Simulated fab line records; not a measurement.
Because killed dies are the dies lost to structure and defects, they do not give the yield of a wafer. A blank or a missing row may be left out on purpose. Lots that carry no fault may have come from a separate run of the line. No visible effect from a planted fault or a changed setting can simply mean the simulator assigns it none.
Matching of chambers ; flow n5_finfet ; N5_BEOL_M3_PECVD_72 on pecvd-01: 3 sister chambers
The step deposits SiO2 from TEOS/O2, target thk 16 nm, time 18 s. 16 wafers are shown with their chamber, then 8 later ones without.

== EACH WAFER AND ITS CHAMBER ==
wafer;chamber;throttle_valve_pct (%);showerhead_plenum_p_Torr (Torr);heater_power_w (W)
L075.2;1;21.7;8.75;811
L075.3;0;23.6;8.73;784
L075.4;0;23.7;8.74;774
L074.2;1;21.7;8.77;784
L074.3;2;22.2;8.83;701
L074.5;1;21.8;8.76;778
L078.2;0;23.5;8.75;757
L078.3;1;21.8;8.75;695
L078.6;1;21.8;8.73;711
L085.1;1;21.3;8.76;673
L085.2;2;22.2;8.80;649
L085.3;0;23.4;8.72;656
L086.3;2;22.1;8.81;660
L086.5;0;23.8;8.72;720
L086.6;2;22.7;8.81;678
L087.3;2;22.3;8.78;749

SIGNATURES, as means of the wafers listed above
reading;chamber 0;chamber 1;chamber 2;scatter within a chamber
throttle_valve_pct;23.600;21.683;22.300;0.198
showerhead_plenum_p_Torr;8.7320;8.7533;8.8060;0.015
heater_power_w;738.20;742.00;687.40;50.3
Rule: a wafer lies at a distance from a chamber equal to the root of the sum of squares, over the readings, of (its reading less the chamber's mean, divided by the reading's scatter). If the next closest chamber is less than 2 further off than the closest, the wafer can't be placed; otherwise it belongs to the closest. How the scatter is found: for the shown wafers, subtract from each reading the mean of its chamber, square and add these, divide the total by (wafers less chambers), then take the root.

== WAFERS WHOSE CHAMBER IS MISSING ==
wafer;throttle_valve_pct (%);showerhead_plenum_p_Torr (Torr);heater_power_w (W)
L087.4;23.6;8.75;792
L087.5;21.7;8.78;815
L091.2;24.0;8.74;782
L091.3;21.9;8.76;785
L091.6;21.8;8.76;799
L097.1;23.7;8.71;766
L097.4;22.5;8.78;733
L097.6;23.6;8.72;767

== WHICH CHAMBER EACH WENT THROUGH ==
wafer;from the rows above;in truth
L087.4;0;0
L087.5;1;1
L091.2;0;0
L091.3;1;1
L091.6;1;1
L097.1;0;0
L097.4;2;2
L097.6;0;0
Correctly placed: 8 of 8. Can't be placed from these rows: 0. 0 placed wrongly.
